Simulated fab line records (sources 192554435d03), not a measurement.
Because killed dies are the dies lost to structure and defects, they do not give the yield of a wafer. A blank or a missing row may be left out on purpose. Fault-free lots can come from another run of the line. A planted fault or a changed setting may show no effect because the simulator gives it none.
Matching of chambers + flow n5_finfet + rie_diel-04 running N5_SD_EPI_P_DESCUM_14: 4 sister chambers
The step chemistry O2, time 7.9 s. 4 wafers are shown with their chamber, then 9 later ones without.

## EACH WAFER AND ITS CHAMBER
| wafer  | chamber | showerhead_plenum_p_Torr (Torr) |
|--------|---------|---------------------------------|
| L089.5 | 1       | 2.11                            |
| L094.1 | 2       | 2.16                            |
| L094.5 | 3       | 2.01                            |
| L094.6 | 0       | 2.14                            |

## WAFERS MISSING THEIR CHAMBER
| wafer  | showerhead_plenum_p_Torr (Torr) |
|--------|---------------------------------|
| L095.2 | 2.16                            |
| L095.3 | 2.11                            |
| L095.4 | 2.14                            |
| L096.2 | 2.11                            |
| L096.4 | 2.01                            |
| L096.6 | 2.11                            |
| L097.3 | 2.14                            |
| L097.5 | 2.10                            |
| L097.6 | 2.16                            |

## THE CHAMBER EACH PASSED THROUGH
| wafer  | from the rows above | in truth |
|--------|---------------------|----------|
| L095.2 | 2                   | 2        |
| L095.3 | 1                   | 1        |
| L095.4 | 0                   | 0        |
| L096.2 | 1                   | 1        |
| L096.4 | 3                   | 3        |
| L096.6 | 1                   | 1        |
| L097.3 | 0                   | 0        |
| L097.5 | 1                   | 1        |
| L097.6 | 2                   | 2        |
Correct placement for 9 of the 9. Number that these rows cannot place: 0. Wrongly placed: 0.
How it was worked out, from the rows above alone: a wafer's distance from a chamber is the root of the sum, over the readings, of the square of ((its reading less the chamber's mean) divided by the reading's scatter). The wafer belongs to the nearest chamber; if the next one is less than 2 further off, it can't be placed. The mean given for a chamber averages the wafers shown for that chamber. The scatter (one wafer shown for each chamber): square how far every hidden wafer sits from the nearest shown wafer, average those squares and take the square root.
